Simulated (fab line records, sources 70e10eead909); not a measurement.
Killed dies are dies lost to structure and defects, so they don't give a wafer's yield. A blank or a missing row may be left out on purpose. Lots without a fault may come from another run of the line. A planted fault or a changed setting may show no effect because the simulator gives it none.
Problem report in the 8D (eight disciplines) form, filled by code | flow nand_harc | the parts of the form that need people (team, actions taken, sign-off) are left out

1. THE PROBLEM
killed_at_array at NHARC_END_SORT_01 reads a mean of 662 on 1 wafer of 1 lot; wafers without a fault read 54 with a standard deviation of 21. That is +29 standard deviations from the usual mean.
First seen on wafer L270.5, day 27 10:32, on prober-01. The record holds 3 wafers of 1 lot with a number at this step. Rule for "out", or "out of limits": more than 4 standard deviations from the usual mean. The other wafers with a number count as sound.

2. WHAT IT IS AND WHAT IT IS NOT
question                    | is                           | is not
which readings at this step | killed_at_array, killed_dies | killed_at_other, killed_at_periphery, killed_open, killed_short
which lots                  | L270                         | -
which wafers of those lots  | L270.5                       | L270.4, L270.6
read on which gauges        | prober-01                    | -
when                        | from day 27 10:32            | up to then (1 sound wafer); but 1 sound wafer of L270 came after

3. SUSPECTS, AND WHAT RULES EACH OUT
Counting: a tool at a process step up to the reading stays a suspect if it ran every lot that is out. Sound lots after the first of them don't rule it out here, since some wafers of a struck lot are sound.
- the gauge at NHARC_END_SORT_01: ruled out. All the wafers that are out were read on prober-01, but those of them that NHARC_A_STAIRCASE_TRIM_233 has rows for are out there too, on other tools.
- rie_diel-13 at NHARC_A_STAIRCASE_TRIM_200 (chemistry O2, time 211.2 s): kept. It ran the lot that is out, L270 (day 18 06:44). NHARC_A_STAIRCASE_TRIM_200 gives no start for some lots, so the hours and the order of its lots are those of NHARC_A_STAIRCASE_STRIP_205.
- plasma_asher-02 at NHARC_A_STAIRCASE_STRIP_205 (strips in O2): kept. It ran the lot that is out, L270 (day 18 06:44).
- rie_diel-03 at NHARC_A_STAIRCASE_TRIM_233 (chemistry O2, time 211.2 s): kept. It ran the lot that is out, L270 (day 18 09:56). Its own readings are out on those wafers: oes_product_au.
- rie_diel-03 at NHARC_A_STAIRCASE_ETCH_234 (etches the open film in C4F8/O2, target depth 100 nm, time 40.5 s): kept. It ran the lot that is out, L270 (day 27 09:43). NHARC_A_STAIRCASE_ETCH_234 gives no start for some lots, so the hours and the order of its lots are those of NHARC_END_SORT_01.
- Within rie_diel-13 at NHARC_A_STAIRCASE_TRIM_200: the wafers that are out ran in chamber 3; their sound lot-mates ran in chambers 0, 1.
- Within rie_diel-03 at NHARC_A_STAIRCASE_ETCH_234: the wafers that are out ran in chamber 2; their sound lot-mates ran in chamber 3.
Left after counting: rie_diel-13 at NHARC_A_STAIRCASE_TRIM_200, plasma_asher-02 at NHARC_A_STAIRCASE_STRIP_205, rie_diel-03 at NHARC_A_STAIRCASE_TRIM_233, rie_diel-03 at NHARC_A_STAIRCASE_ETCH_234.

4. THE CAUSE (what the simulator had put in)
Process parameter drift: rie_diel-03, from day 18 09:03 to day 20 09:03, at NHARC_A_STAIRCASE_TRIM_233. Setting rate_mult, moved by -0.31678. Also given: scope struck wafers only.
Counting left 4 suspects, and this tool is among them.

5. THE CHAIN OF EFFECTS, in route order
Each row: a reading whose mean over the struck wafers that have a number lies more than 3 standard deviations from the usual. Only readings for which the record gives a usual standard deviation are gone through. hours: the time from each lot's start at the first step in this table that gives one to its start at this step, as a median over the lots. sigmas: the change in usual standard deviations.
hours | step                       | reading         | usual      | on struck wafers | change | sigmas
0     | NHARC_A_STAIRCASE_TRIM_233 | oes_product_au  | 0.999 a.u. | 0.812            | -0.187 | -14
217   | NHARC_END_SORT_01          | killed_at_array | 54         | 662              | +608   | +29
217   | NHARC_END_SORT_01          | killed_dies     | 58         | 665              | +607   | +29
The process steps in it:
- NHARC_A_STAIRCASE_TRIM_233: chemistry O2, time 211.2 s.

6. WHAT WOULD HAVE CAUGHT IT SOONER
In this record the first reading out of limits at a measuring or inspecting step was taken at day 27 10:32, 217 hours after the fault began at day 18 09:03.
The tool's own readings at NHARC_A_STAIRCASE_TRIM_233 were out on every struck wafer that the step has a row for (oes_product_au): an alarm limit on them would have fired on the first of those.
All the lots that are out (1) had begun NHARC_A_STAIRCASE_TRIM_233 on rie_diel-03 by day 27 10:32. A hold on the tool at that time would have spared none of them.
